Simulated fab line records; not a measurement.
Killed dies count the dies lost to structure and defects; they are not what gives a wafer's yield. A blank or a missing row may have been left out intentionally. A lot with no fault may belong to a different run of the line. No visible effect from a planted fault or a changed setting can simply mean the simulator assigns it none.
A struck lot beside a sound one -- flow n5Finfet -- 34 out of 1938 route steps
Sound: the wafers L628.4, L628.5, L628.6. Struck: wafer L615.3; the same lot's L615.2 was not struck, so it is left out; see the end for the cause.
Order at every step that has rows: each side's tool, ch and its chambers, its first start. Under that, the readings that differ: sound wafers -- struck wafers -- difference of the means -- sigmas: that difference in standard deviations of wafers without a fault.
alike: words and numbers the same on both sides, and readings whose means are apart by under 2 such deviations; not compared: readings that were withheld, readings missing a value for some wafer, numbers with overlapping values and no deviation given by the record, and bounds like >300 which may hide the same value.
The two part at a step that has a row with sigmas, a row that says differs or no value, or rows on one side only. Numbers that have no deviation but don't overlap get no sigmas and don't part them. A reading that every wafer of one side lacks parts them only if that side has two wafers or more.

first, 8 steps without rows for these wafers: N5_BEOL_M5_CMP_52 (polishes, stops on SiCOH lowk, t overpolish 6.9 s, target thk 62 nm); N5_BEOL_M5_PRE_CLEAN_77 (time 15 s); N5_BEOL_M5_CO_CAP_78 (material Co, precursor CCTBA/H2, target thk 2 nm, time 102.1 s); N5_BEOL_M5_PRE_CLEAN_55 (time 15 s); N5_BEOL_M5_DEP_56 (deposits SiCN from 3MS/NH3, target thk 8 nm, time 14 s); N5_BEOL_M6_ILD_DEP_00 (deposits SiCOH lowk from DEMS/porogen, target thk 179.75 nm, time 33.4 s); N5_BEOL_M6_CURE_74 (cures SiCOH lowk, time 240 s); N5_BEOL_M6_PECVD_70 (deposits SiO2 from TEOS/O2, target thk 20 nm, time 22.7 s).
N5_BEOL_M6_HM_DEP_02: deposits TiN, target thk 20 nm.
  struck on pvdSputter-01, day 12 13:42; sound on pvdSputter-01, day 16 12:25
reading,sound,struck,difference,sigmas
model.TiN_of_BEOL_M6_HM_DEP_02.thkNm (nm),19.8 19.8 19.8,10.8,-9.0,
  alike: throttleValvePct
then, 13 steps without rows for these wafers: N5_BEOL_M6_COAT_59 (time 60 s, resist thk 100 nm); N5_BEOL_M6_COAT_60 (time 60 s, resist thk 35 nm); N5_BEOL_M6_COAT_05 (resist thk 90 nm); N5_BEOL_M6_EBR_07; N5_BEOL_M6_SOFTBAKE_06 (time 60 s); N5_BEOL_M6_EXPOSE_08 (exposes mask M6); N5_BEOL_M6_PEB_09 (peb time 60 s); N5_BEOL_M6_DEVELOP_10 (develop time 30 s); N5_BEOL_M6_DESCUM_16 (chemistry O2, time 7.9 s); N5_BEOL_M6_ETCH_61 (etches SiARC in CF4, target depth 45.5 nm, time 75.8 s); N5_BEOL_M6_ETCH_62 (etches SOC in N2/H2, target depth 110 nm, overetch 22 nm, time 165 s); N5_BEOL_M6_STRIP_68 (strips in N2/H2); N5_BEOL_M6_STRIP_67 (strips in CF4).
N5_BEOL_M6_HM_OPEN_17: chemistry Cl2/BCl3, target TiN, target depth 20 nm, overetch 6 nm.
  sound on rieMetal-01 ch 0,1, day 16 13:20; struck on rieMetal-03 ch 1, day 12 14:39
reading,sound,struck,difference,sigmas
drypumpMotorCurrentA (A),6.8 6.8 6.1,5.1,-1.5,-3
oesProductAu (a.u.),0.72 0.71 0.63,0.50,-0.19,-3
model.etch.depthNm (nm),19.86 19.89 19.75,10.87,-8.96,
  alike: chamberPressureMTorr, mfcArSccm, oes_ar_750_au, throttleValvePct
  not compared: rfHoursCounterH
then, 10 steps without rows for these wafers: N5_BEOL_M6_STRIP_19 (strips in O2); N5_BEOL_M6_COAT_63 (time 60 s, resist thk 60 nm); N5_BEOL_M6_COAT_64 (time 60 s, resist thk 12 nm); N5_BEOL_M6_COAT_71 (time 60 s, resist thk 5 nm); N5_BEOL_M6_COAT_22 (resist thk 30 nm); N5_BEOL_M6_EBR_24; N5_BEOL_M6_SOFTBAKE_23 (time 60 s); N5_BEOL_M6_EXPOSE_25 (exposes mask V5, target cd 40 nm); N5_BEOL_M6_PEB_26 (peb time 60 s); N5_BEOL_M6_DEVELOP_27 (develop time 30 s).
N5_BEOL_M6_TRENCH_ETCH_37: etches SiCOH lowk in C4F6/O2, target depth 94.435 nm, time 31.5 s.
  sound: rieDiel-06 ch 0,1; struck: rieDiel-06 ch 0
reading,sound,struck,difference,sigmas
model.TiN_of_BEOL_M6_HM_DEP_02.thkNm (nm),17.2 17.2 17,8.2,-8.9,
  alike: O2_flow_sccm, chamberPressureMTorr, drypumpMotorCurrentA, mfcArSccm, oes_ar_750_au, oes_f_703_au, oesProductAu, rfVppV, showerheadPlenumPTorr, throttleValvePct
  not compared: rfHoursCounterH

== WHERE THEY PART ==
At N5_BEOL_M6_HM_OPEN_17 and nowhere else, as far as this record goes. Later steps at which nothing parts them and some readings are alike: N5_BEOL_M6_TRENCH_ETCH_37.

WHY: what the simulator had put in
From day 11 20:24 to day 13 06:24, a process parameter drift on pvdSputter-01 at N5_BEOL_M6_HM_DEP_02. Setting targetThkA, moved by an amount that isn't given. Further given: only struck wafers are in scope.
